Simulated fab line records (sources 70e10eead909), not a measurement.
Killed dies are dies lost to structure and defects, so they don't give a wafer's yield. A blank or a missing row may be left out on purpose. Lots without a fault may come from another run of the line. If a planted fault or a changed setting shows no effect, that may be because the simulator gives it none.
Chamber matching -- flow nandHarc -- 4 sister chambers for NHARC_A_BONDPAD_STRIP_15 on rieDiel-09
The step strips in O2. 14 wafers are shown with their chamber, then 7 later ones without.

== EACH WAFER AND ITS CHAMBER ==
wafer,chamber,showerheadPlenumPTorr (Torr),drypumpMotorCurrentA (A),chamberPressureMTorr (mTorr)
L483.2,3,3.46,6.20,60.01
L483.3,1,3.42,6.34,60.00
L483.4,2,3.41,5.79,60.00
L484.1,3,3.46,6.20,60.03
L484.2,0,3.56,5.75,60.01
L484.5,2,3.41,5.77,59.97
L496.2,0,3.56,5.75,60.00
L496.3,2,3.41,5.80,60.01
L496.4,3,3.45,6.19,60.12
L498.2,0,3.56,5.76,59.98
L498.4,1,3.42,6.26,59.91
L498.5,2,3.41,5.80,60.00
L500.1,1,3.42,6.24,59.94
L500.3,0,3.56,5.77,59.98

SIGNATURES (means of the wafers above)
reading,chamber 0,chamber 1,chamber 2,chamber 3,scatter within a chamber
showerheadPlenumPTorr,3.5600,3.4200,3.4100,3.4567,0.00258
drypumpMotorCurrentA,5.7575,6.2800,5.7900,6.1967,0.0256
chamberPressureMTorr,59.9925,59.9500,59.9950,60.0533,0.0356
Rule: for a wafer and a chamber, the distance is found by dividing, reading by reading, the gap between the wafer's reading and the chamber's mean by the reading's scatter, squaring, summing and taking the root. The wafer belongs to the nearest chamber; if the next one is less than 2 further off, it can't be placed. How the scatter is found: for the shown wafers, subtract from each reading the mean of its chamber, square and add these, divide the total by (wafers less chambers), then take the root.

== WAFERS MISSING THEIR CHAMBER ==
wafer,showerheadPlenumPTorr (Torr),drypumpMotorCurrentA (A),chamberPressureMTorr (mTorr)
L500.5,3.42,6.25,60.01
L504.4,3.41,5.78,59.92
L504.5,3.45,6.17,60.04
L504.6,3.56,5.77,60.01
L506.3,3.41,5.77,59.92
L506.4,3.42,6.23,60.04
L506.5,3.56,5.78,59.94

== EACH ONE'S CHAMBER ==
wafer,from the rows above,in truth
L500.5,1,1
L504.4,2,2
L504.5,3,3
L504.6,0,0
L506.3,2,2
L506.4,1,1
L506.5,0,0
7 of 7 placed correctly. Can't be placed from these rows: 0. Number placed wrongly: 0.
